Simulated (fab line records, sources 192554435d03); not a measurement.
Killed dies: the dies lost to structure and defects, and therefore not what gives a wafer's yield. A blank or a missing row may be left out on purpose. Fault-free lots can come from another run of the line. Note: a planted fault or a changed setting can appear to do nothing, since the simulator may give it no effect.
Lot-split experiment :: flow n5-finfet :: route with 1938 steps; 7 lots, 39 wafers read

THE SPLIT ITSELF
At N5_MOL_CONTACT_COAG_ETCH_106 (etches SOC in N2/H2, target depth 80 nm, overetch 16 nm, time 120 s), the setting source-w was moved away from the recipe's 840 W on 15 of the 39 wafers read, by -14.5% to +14.8%. For the rest of the wafers, this setting stayed at what the recipe calls for.

Reading taken at the split's own step.

THE READING
rf-vpp-V, in V, at N5_MOL_CONTACT_COAG_ETCH_106 (etches SOC in N2/H2, target depth 80 nm, overetch 16 nm, time 120 s). Typical for fault-free wafers on this fab line: 524.5 V, with standard deviation 2.7 V.

wafer: L074.3
tool, chamber at the split: rie-diel-05, 1
source-w as run, W: 840
against the recipe: recipe
rf-vpp-V, V: 522.7
against lot-mates on the recipe: -

wafer: L074.4
tool, chamber at the split: rie-diel-05, 3
source-w as run, W: 840
against the recipe: recipe
rf-vpp-V, V: 522.4
against lot-mates on the recipe: -

wafer: L074.6
tool, chamber at the split: rie-diel-05, 1
source-w as run, W: 840
against the recipe: recipe
rf-vpp-V, V: 523.2
against lot-mates on the recipe: -

wafer: L076.1
tool, chamber at the split: rie-diel-05, 3
source-w as run, W: 743.2
against the recipe: -11.5%
rf-vpp-V, V: 545.2
against lot-mates on the recipe: +22.6

wafer: L076.2
tool, chamber at the split: rie-diel-05, 2
source-w as run, W: 743.2
against the recipe: -11.5%
rf-vpp-V, V: 550.3
against lot-mates on the recipe: +27.7

wafer: L076.3
tool, chamber at the split: rie-diel-05, 1
source-w as run, W: 840
against the recipe: recipe
rf-vpp-V, V: 522.7
against lot-mates on the recipe: -

wafer: L076.4
tool, chamber at the split: rie-diel-05, 0
source-w as run, W: 743.2
against the recipe: -11.5%
rf-vpp-V, V: 543.2
against lot-mates on the recipe: +20.6

wafer: L076.5
tool, chamber at the split: rie-diel-05, 3
source-w as run, W: 840
against the recipe: recipe
rf-vpp-V, V: 522.5
against lot-mates on the recipe: -

wafer: L076.6
tool, chamber at the split: rie-diel-05, 0
source-w as run, W: 840
against the recipe: recipe
rf-vpp-V, V: 522.6
against lot-mates on the recipe: -

wafer: L077.1
tool, chamber at the split: rie-diel-06, 2
source-w as run, W: 840
against the recipe: recipe
rf-vpp-V, V: 528.5
against lot-mates on the recipe: -

wafer: L077.2
tool, chamber at the split: rie-diel-06, 3
source-w as run, W: 840
against the recipe: recipe
rf-vpp-V, V: 523.5
against lot-mates on the recipe: -

wafer: L077.3
tool, chamber at the split: rie-diel-06, 1
source-w as run, W: 840
against the recipe: recipe
rf-vpp-V, V: 525.8
against lot-mates on the recipe: -

wafer: L077.4
tool, chamber at the split: rie-diel-06, 1
source-w as run, W: 718.4
against the recipe: -14.5%
rf-vpp-V, V: 553.1
against lot-mates on the recipe: +27.2

wafer: L077.5
tool, chamber at the split: rie-diel-06, 2
source-w as run, W: 718.4
against the recipe: -14.5%
rf-vpp-V, V: 557.2
against lot-mates on the recipe: +31.3

wafer: L077.6
tool, chamber at the split: rie-diel-06, 3
source-w as run, W: 718.4
against the recipe: -14.5%
rf-vpp-V, V: 550.1
against lot-mates on the recipe: +24.2

wafer: L082.1
tool, chamber at the split: rie-diel-05, 0
source-w as run, W: 964.4
against the recipe: +14.8%
rf-vpp-V, V: 498.4
against lot-mates on the recipe: -25.4

wafer: L082.2
tool, chamber at the split: rie-diel-05, 2
source-w as run, W: 840
against the recipe: recipe
rf-vpp-V, V: 526.9
against lot-mates on the recipe: -

wafer: L082.3
tool, chamber at the split: rie-diel-05, 1
source-w as run, W: 964.4
against the recipe: +14.8%
rf-vpp-V, V: 499.8
against lot-mates on the recipe: -24.0

wafer: L082.4
tool, chamber at the split: rie-diel-05, 1
source-w as run, W: 840
against the recipe: recipe
rf-vpp-V, V: 523.6
against lot-mates on the recipe: -

wafer: L082.5
tool, chamber at the split: rie-diel-05, 0
source-w as run, W: 840
against the recipe: recipe
rf-vpp-V, V: 520.8
against lot-mates on the recipe: -

wafer: L082.6
tool, chamber at the split: rie-diel-05, 2
source-w as run, W: 964.4
against the recipe: +14.8%
rf-vpp-V, V: 504.1
against lot-mates on the recipe: -19.7

wafer: L088.1
tool, chamber at the split: rie-diel-05, 3
source-w as run, W: 840
against the recipe: recipe
rf-vpp-V, V: 521.4
against lot-mates on the recipe: -

wafer: L088.2
tool, chamber at the split: rie-diel-05, 0
source-w as run, W: 840
against the recipe: recipe
rf-vpp-V, V: 520.7
against lot-mates on the recipe: -

wafer: L088.3
tool, chamber at the split: rie-diel-05, 2
source-w as run, W: 840
against the recipe: recipe
rf-vpp-V, V: 528.9
against lot-mates on the recipe: -

wafer: L088.4
tool, chamber at the split: rie-diel-05, 1
source-w as run, W: 911.2
against the recipe: +8.5%
rf-vpp-V, V: 508.9
against lot-mates on the recipe: -14.8

wafer: L088.5
tool, chamber at the split: rie-diel-05, 1
source-w as run, W: 911.2
against the recipe: +8.5%
rf-vpp-V, V: 508.0
against lot-mates on the recipe: -15.7

wafer: L088.6
tool, chamber at the split: rie-diel-05, 2
source-w as run, W: 911.2
against the recipe: +8.5%
rf-vpp-V, V: 512.1
against lot-mates on the recipe: -11.6

wafer: L095.1
tool, chamber at the split: rie-diel-05, 0
source-w as run, W: 840
against the recipe: recipe
rf-vpp-V, V: 521.4
against lot-mates on the recipe: -

wafer: L095.2
tool, chamber at the split: rie-diel-05, 1
source-w as run, W: 840
against the recipe: recipe
rf-vpp-V, V: 522.6
against lot-mates on the recipe: -

wafer: L095.3
tool, chamber at the split: rie-diel-05, 3
source-w as run, W: 840
against the recipe: recipe
rf-vpp-V, V: 524.0
against lot-mates on the recipe: -

wafer: L095.4
tool, chamber at the split: rie-diel-05, 2
source-w as run, W: 840
against the recipe: recipe
rf-vpp-V, V: 527.2
against lot-mates on the recipe: -

wafer: L095.5
tool, chamber at the split: rie-diel-05, 0
source-w as run, W: 840
against the recipe: recipe
rf-vpp-V, V: 520.0
against lot-mates on the recipe: -

wafer: L095.6
tool, chamber at the split: rie-diel-05, 3
source-w as run, W: 840
against the recipe: recipe
rf-vpp-V, V: 522.7
against lot-mates on the recipe: -

wafer: L096.1
tool, chamber at the split: rie-diel-05, 2
source-w as run, W: 840
against the recipe: recipe
rf-vpp-V, V: 527.7
against lot-mates on the recipe: -

wafer: L096.2
tool, chamber at the split: rie-diel-05, 0
source-w as run, W: 886.4
against the recipe: +5.5%
rf-vpp-V, V: 512.3
against lot-mates on the recipe: -11.4

wafer: L096.3
tool, chamber at the split: rie-diel-05, 3
source-w as run, W: 840
against the recipe: recipe
rf-vpp-V, V: 522.5
against lot-mates on the recipe: -

wafer: L096.4
tool, chamber at the split: rie-diel-05, 0
source-w as run, W: 840
against the recipe: recipe
rf-vpp-V, V: 520.8
against lot-mates on the recipe: -

wafer: L096.5
tool, chamber at the split: rie-diel-05, 2
source-w as run, W: 886.4
against the recipe: +5.5%
rf-vpp-V, V: 518.6
against lot-mates on the recipe: -5.1

wafer: L096.6
tool, chamber at the split: rie-diel-05, 3
source-w as run, W: 886.4
against the recipe: +5.5%
rf-vpp-V, V: 514.3
against lot-mates on the recipe: -9.4

THE FIT
A straight line over all 39 wafers: rf-vpp-V changes by -1.81 V for each +1% of source-w; r = -0.98; the points scatter about the line by 3 V.
The same after taking each lot's own level away (the mean of its wafers on the recipe; 39 wafers): -1.78 V for each +1%; r = -0.98; scatter 2.8 V.
According to that fit, moving source-w by its largest amount changes the reading by 26 V.
Across the lots, their own levels run from 522.60 to 525.93 V, a range of 1.2 times the standard deviation given above.
So the lot-to-lot level changes the slope little: the two slopes agree.
Check: -25.5 V against its lot-mates is what the line predicts for one of the wafers moved furthest among these (+14.8%) when that wafer is left out of the fit. Against them it came out at -25.4 V.
Tool readings at the split's step, against how far the setting was moved: rf-vpp-V r = -0.98.

FURTHER SPLITS ON THESE WAFERS
Note: prior to the reading, these wafers also went through further splits. Each is held against what the fit with the lots' levels taken away leaves over:
other split on the same wafers: N5_GATE_CUT_ETCH_37 bias-w
wafers away from the commonest value: 15
r with rf-vpp-V (lot level and that fit taken away): -0.16

other split on the same wafers: N5_GATE_CUT_CUT_ETCH_54 bias-w
wafers away from the commonest value: 15
r with rf-vpp-V (lot level and that fit taken away): +0.14

THE FILE'S OWN FIT
rf-vpp-V changes by -1.77 V for each +1% of source-w, r = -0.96.
